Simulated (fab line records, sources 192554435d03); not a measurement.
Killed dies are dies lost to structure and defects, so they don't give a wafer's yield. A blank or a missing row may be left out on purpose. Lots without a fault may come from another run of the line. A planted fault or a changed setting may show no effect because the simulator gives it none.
Chamber matching | flow n5_finfet | N5_HKMG_FIN_ALD_91 on ald_metal-03: 4 sister chambers
The step deposits TiN, target thk 1 nm, pulse time 1 s, purge time 3 s. 4 wafers are shown with their chamber, then 9 later ones without.

WAFERS WITH THEIR CHAMBER
wafer  | chamber | heater_power_w (W)
L085.1 | 2       | 901
L085.6 | 1       | 937
L087.5 | 3       | 882
L087.6 | 0       | 1046

WAFERS WITHOUT THEIR CHAMBER
wafer  | heater_power_w (W)
L091.2 | 931
L091.3 | 1038
L091.6 | 937
L095.1 | 886
L095.3 | 1036
L095.4 | 931
L096.1 | 930
L096.3 | 925
L096.4 | 1056

WHICH CHAMBER EACH WENT THROUGH
wafer  | from the rows above     | in truth
L091.2 | 1                       | 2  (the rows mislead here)
L091.3 | 0                       | 0
L091.6 | 1                       | 1
L095.1 | can't be placed: 3 or 2 | 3
L095.3 | 0                       | 0
L095.4 | 1                       | 1
L096.1 | 1                       | 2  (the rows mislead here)
L096.3 | can't be placed: 1 or 2 | 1
L096.4 | 0                       | 0
Placed correctly: 5 of 9. Can't be placed from these rows: 2 (the true chamber is among the candidates in 2). Placed wrongly: 2.
How it was worked out, from the rows above alone: a wafer's distance from a chamber is the root of the sum, over the readings, of the square of ((its reading less the chamber's mean) divided by the reading's scatter). The wafer belongs to the nearest chamber; if the next one is less than 2 further off, it can't be placed. A chamber's mean is the mean of its shown wafers. The scatter: with one shown wafer a chamber, the root of the mean of the squares of how far each hidden wafer lies from its nearest shown one.
